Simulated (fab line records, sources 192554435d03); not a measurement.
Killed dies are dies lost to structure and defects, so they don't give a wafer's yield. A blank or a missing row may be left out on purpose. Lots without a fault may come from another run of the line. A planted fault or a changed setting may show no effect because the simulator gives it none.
Chamber matching | flow n5_finfet | N5_BEOL_M10_ETCH_66 on rie_diel-04: 4 sister chambers
The step etches SOC in N2/H2, target depth 120 nm, overetch 24 nm, time 180 s. 4 wafers are shown with their chamber, then 9 later ones without.

WAFERS WITH THEIR CHAMBER
wafer  | chamber | showerhead_plenum_p_Torr (Torr)
L085.2 | 2       | 2.56
L085.3 | 0       | 2.49
L088.2 | 3       | 2.56
L088.5 | 1       | 2.47

WAFERS WITHOUT THEIR CHAMBER
wafer  | showerhead_plenum_p_Torr (Torr)
L090.2 | 2.47
L090.3 | 2.56
L090.4 | 2.56
L093.1 | 2.56
L093.3 | 2.49
L093.6 | 2.49
L097.1 | 2.55
L097.3 | 2.55
L097.6 | 2.55

WHICH CHAMBER EACH WENT THROUGH
wafer  | from the rows above     | in truth
L090.2 | 1                       | 1
L090.3 | can't be placed: 2 or 3 | 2
L090.4 | can't be placed: 2 or 3 | 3
L093.1 | can't be placed: 2 or 3 | 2
L093.3 | 0                       | 0
L093.6 | 0                       | 0
L097.1 | can't be placed: 2 or 3 | 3
L097.3 | can't be placed: 2 or 3 | 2
L097.6 | can't be placed: 2 or 3 | 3
Placed correctly: 3 of 9. Can't be placed from these rows: 6 (the true chamber is among the candidates in 6). Placed wrongly: 0.
How it was worked out, from the rows above alone: a wafer's distance from a chamber is the root of the sum, over the readings, of the square of ((its reading less the chamber's mean) divided by the reading's scatter). The wafer belongs to the nearest chamber; if the next one is less than 2 further off, it can't be placed. A chamber's mean is the mean of its shown wafers. The scatter: with one shown wafer a chamber, the root of the mean of the squares of how far each hidden wafer lies from its nearest shown one.
